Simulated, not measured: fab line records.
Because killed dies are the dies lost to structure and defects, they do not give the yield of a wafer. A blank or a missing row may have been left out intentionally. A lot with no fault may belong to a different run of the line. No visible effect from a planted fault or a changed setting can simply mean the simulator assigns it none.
Matching of chambers    flow nandHarc    rieSi-05 running NHARC_P_GATE_ETCH_32: 4 sister chambers
The step etches the open film in HBr/Cl2, target depth 150 nm, time 100.1 s. 16 wafers are shown with their chamber, then 8 later ones without.

## EACH WAFER AND ITS CHAMBER
wafer   chamber  drypumpMotorCurrentA (A)  oesProductAu (a.u.)  throttleValvePct (%)
L075.3  0        5.6                       0.991                26.414
L075.4  3        5.6                       1.005                26.414
L075.6  3        5.6                       0.996                26.407
L077.1  0        5.6                       0.993                26.425
L077.2  3        5.6                       0.992                26.402
L077.4  2        5.9                       1.002                26.397
L079.1  0        5.6                       0.997                26.413
L079.5  2        5.9                       1.003                26.423
L079.6  1        6.0                       1.002                26.394
L083.1  1        6.0                       0.995                26.406
L083.3  3        5.6                       0.999                26.397
L083.5  0        5.6                       0.993                26.404
L085.3  2        5.8                       1.004                26.412
L085.4  0        5.6                       0.987                26.388
L085.5  3        5.6                       1.006                26.427
L086.2  0        5.6                       0.993                26.422

SIGNATURES, as means of the wafers listed above
reading               chamber 0  chamber 1  chamber 2  chamber 3  scatter within a chamber
drypumpMotorCurrentA  5.600      6.000      5.867      5.600      0.0236
oesProductAu          0.99233    0.99850    1.00300    0.99960    0.00429
throttleValvePct      26.41100   26.40000   26.41067   26.40940   0.0125
Rule: a wafer lies at a distance from a chamber equal to the root of the sum of squares, over the readings, of (its reading less the chamber's mean, divided by the reading's scatter). The wafer belongs to the nearest chamber; if the next one is less than 2 further off, it can't be placed. The scatter: take each reading less its chamber's mean, square it, sum over the shown wafers, divide by the number of wafers less the number of chambers, and take the root.

## WAFERS WHOSE CHAMBER IS MISSING
wafer   drypumpMotorCurrentA (A)  oesProductAu (a.u.)  throttleValvePct (%)
L086.4  5.9                       1.000                26.393
L086.6  5.9                       0.993                26.413
L088.1  6.0                       0.997                26.407
L088.4  5.6                       1.007                26.400
L088.5  5.8                       1.005                26.387
L091.1  6.0                       1.001                26.393
L091.2  5.6                       0.999                26.406
L091.5  5.9                       1.002                26.394

## EACH ONE'S CHAMBER
wafer   from the rows above      in truth
L086.4  2                        2
L086.6  can't be placed: 2 or 1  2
L088.1  1                        1
L088.4  can't be placed: 3 or 0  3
L088.5  2                        2
L091.1  1                        1
L091.2  can't be placed: 3 or 0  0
L091.5  2                        2
Placed correctly: 5 of 8. From these rows, 3 cannot be placed; in 3 the true chamber is one of the candidates. Placed wrongly: 0.
